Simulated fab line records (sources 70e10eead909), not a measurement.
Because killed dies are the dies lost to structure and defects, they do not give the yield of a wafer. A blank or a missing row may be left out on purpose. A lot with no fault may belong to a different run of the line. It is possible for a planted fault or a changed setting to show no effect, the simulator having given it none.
Struck lot and sound lot, side by side / flow nand_harc / 40 out of 1159 route steps
Sound: the wafers L435.4, L435.5, L435.6. Struck: wafer L443.6 (L443.3, L443.5, from the same lot, were not struck and are left out); the cause is given at the end.
Order at every step that has rows: each side's tool, ch and its chambers, its first start. Under that, the readings that differ: sound wafers / struck wafers / difference of the means / sigmas: that difference in standard deviations of wafers without a fault.
alike: readings with means less than 2 such deviations apart, plus words and numbers identical on both sides. not compared: withheld readings, readings lacking a value on some wafer, bounds such as >300 that could conceal the same value, and numbers that have no deviation in the record and whose values overlap.
The two part at a step that has a row with sigmas, a row that says differs or no value, or rows on one side only. Numbers that don't overlap but have no deviation are shown without sigmas and don't part them. Lack of a reading on every wafer of one side parts them only where that side has two or more wafers.

NHARC_P_BONDPAD_OVL_MEAS_38:
  sound on overlay-01 at day 7 05:46; struck on overlay-01 at day 9 16:13
  alike: overlay_x_nm, overlay_y_nm
then, 1 step without rows for these wafers: NHARC_P_BONDPAD_HARDBAKE_10 (time 65 s).
NHARC_P_BONDPAD_DESCUM_11: chemistry O2, time 3 s.
  sound on rie_diel-05 ch 0,1,2, day 7 05:55; struck on rie_diel-05 ch 2, day 9 16:22
reading=rf_vpp_V (V); sound=57.4 57.8 56.4; struck=59.5; difference=+2.3; sigmas=+3
  alike: drypump_motor_current_A, oes_product_au, showerhead_plenum_p_Torr, throttle_valve_pct
  not compared: rf_hours_counter_h
NHARC_P_BONDPAD_ETCH_37: etches the open film in N2/H2, target depth 60 nm, overetch 18 nm, time 65.91 s.
  sound on rie_diel-05 ch 0,1,2, day 7 06:01; struck on rie_diel-05 ch 3, day 9 16:27
  alike: bias_w, drypump_motor_current_A, oes_product_au, rf_vpp_V, showerhead_plenum_p_Torr, throttle_valve_pct
  not compared: rf_hours_counter_h
then, 1 step without rows for these wafers: NHARC_P_BONDPAD_ETCH_12 (etches the open film in CHF3/O2, target depth 200 nm, time 100 s).
NHARC_P_BONDPAD_CD_MEAS_13:
  sound on cd_sem-03 at day 7 06:15; struck on cd_sem-02 at day 9 16:44
  alike: cd_nm
NHARC_P_BONDPAD_STRIP_15: strips in O2.
  sound on rie_diel-05 ch 0,1,2, day 7 06:23; struck on rie_diel-07 ch 0, day 9 16:49
  alike: drypump_motor_current_A, oes_product_au, rf_vpp_V, showerhead_plenum_p_Torr, throttle_valve_pct
  not compared: rf_hours_counter_h
then, 5 steps without rows for these wafers: NHARC_P_BONDPAD_ETCH_24 (etches the open film in CF4/N2, target depth 30 nm, time 72.99 s); NHARC_P_BONDPAD_STRIP_16 (strips in post etch residue remover, time 600 s); NHARC_P_BONDPAD_DEGAS_25 (time 60 s); NHARC_P_BONDPAD_PRE_CLEAN_26 (time 30 s); NHARC_P_BONDPAD_PVD_17 (deposits TaN, target thk 5 nm, time 8.06 s).
NHARC_P_BONDPAD_PVD_27: deposits Cu, target thk 30 nm, time 20.49 s.
  sound on pvd_sputter-01 at day 7 07:10; struck on pvd_sputter-03 at day 9 17:41
  alike: throttle_valve_pct
then, 4 steps without rows for these wafers: NHARC_P_BONDPAD_ECD_18 (material Cu, target thk 400 nm); NHARC_P_BONDPAD_ANNEAL_28 (time 90 s); NHARC_P_BONDPAD_CMP_19 (polishes, t overpolish 30 s, cu recess touch 16 s, target thk 160.81 nm); NHARC_P_BONDPAD_SRD_21 (time 30 s, dry time 20 s).
NHARC_P_BONDPAD_INSPECT_23:
  sound on defect_inspect-02 at day 7 08:34; struck on defect_inspect-01 at day 9 19:05
reading=raw_defect_count; sound=634 418 595; struck=276; difference=-273; sigmas=-2
then, 3 steps without rows for these wafers: NHARC_P_BONDPAD_ACTIVATE_29 (chemistry N2, time 60 s); NHARC_P_BONDPAD_PRECLEAN_30 (cleans in DIW, time 300 s); NHARC_P_BONDPAD_SRD_31 (time 30 s, dry time 20 s).
NHARC_A_START_INSPECT_01:
  the record has rows for the sound wafers here (defect_inspect-01, day 7 09:02) and none for the struck ones
then, 11 steps without rows for these wafers: NHARC_A_ZERO_WELL_PRECLEAN_00 (cleans in SPM, time 600 s); NHARC_A_ZERO_WELL_SRD_01; NHARC_A_ZERO_WELL_DEHYDRATE_02 (time 120 s); NHARC_A_ZERO_WELL_HMDS_03 (time 30 s); NHARC_A_ZERO_WELL_COAT_18 (time 65 s); NHARC_A_ZERO_WELL_COAT_04 (resist thk 600 nm); NHARC_A_ZERO_WELL_SOFTBAKE_05 (time 70 s); NHARC_A_ZERO_WELL_EBR_06; NHARC_A_ZERO_WELL_EXPOSE_07 (exposes mask A ZERO); NHARC_A_ZERO_WELL_PEB_08 (peb time 80 s); NHARC_A_ZERO_WELL_DEVELOP_09 (time 50 s).
NHARC_A_ZERO_WELL_CD_MEAS_10: target cd 2000 nm.
  the record has rows for the sound wafers here (cd_sem-03 ch 0, day 7 09:54) and none for the struck ones
then, 2 steps without rows for these wafers: NHARC_A_ZERO_WELL_HARDBAKE_11 (time 65 s); NHARC_A_ZERO_WELL_DESCUM_12 (chemistry O2, time 3 s).
NHARC_A_ZERO_WELL_ETCH_19: etches the open film in N2/H2, target depth 80 nm, overetch 24 nm, time 87.88 s.
  the record has rows for the sound wafers here (rie_diel-03 ch 0,2,3, day 7 10:10) and none for the struck ones
NHARC_A_ZERO_WELL_ETCH_13: etches the open film in HBr/Cl2, target depth 120 nm, time 40.1 s.
  the record has rows for the sound wafers here (rie_si-02 ch 0,3, day 7 10:15) and none for the struck ones
then, 1 step without rows for these wafers: NHARC_A_ZERO_WELL_STRIP_14 (strips in SPM, time 900 s).
-- break in the record here, with 12 days between the starts of the struck wafers on either side (left off in module A_ZERO_WELL, picked up again in module END, where the first step shown is number 1159 on the route) --
NHARC_END_SORT_01:
  sound on prober-02 ch 0, day 20 06:12; struck on prober-02 ch 0, day 22 05:49
reading=hold; sound=- - -; struck=await_dispo/2.1h/release; difference=no value on the sound wafers; sigmas=
reading=defect_limited_yield (%); sound=95.7 96.2 94.5; struck=0; difference=-95; sigmas=-64
reading=killed_at_periphery; sound=1 3 2; struck=650; difference=+648; sigmas=+99 or more
reading=killed_dies; sound=29 26 37; struck=677; difference=+646; sigmas=+65
reading=sort_bin_2_pct (%); sound=1.0 1.5 1.5; struck=96.9; difference=+95.6; sigmas=+99 or more
reading=sort_n_pass; sound=648 651 640; struck=0; difference=-646; sigmas=-65
reading=sort_rim_yield_pct (%); sound=95 92 96; struck=0; difference=-94; sigmas=-29
reading=sort_yield_pct (%); sound=95.7 96.2 94.5; struck=0; difference=-95; sigmas=-64
  alike: killed_at_array, killed_at_other, killed_open, killed_short, sort_bin_3_pct, sort_bin_4_pct

WHERE THEY PART
First at NHARC_P_BONDPAD_DESCUM_11; last, within this record, at NHARC_END_SORT_01.

WHY: the cause the simulator had injected
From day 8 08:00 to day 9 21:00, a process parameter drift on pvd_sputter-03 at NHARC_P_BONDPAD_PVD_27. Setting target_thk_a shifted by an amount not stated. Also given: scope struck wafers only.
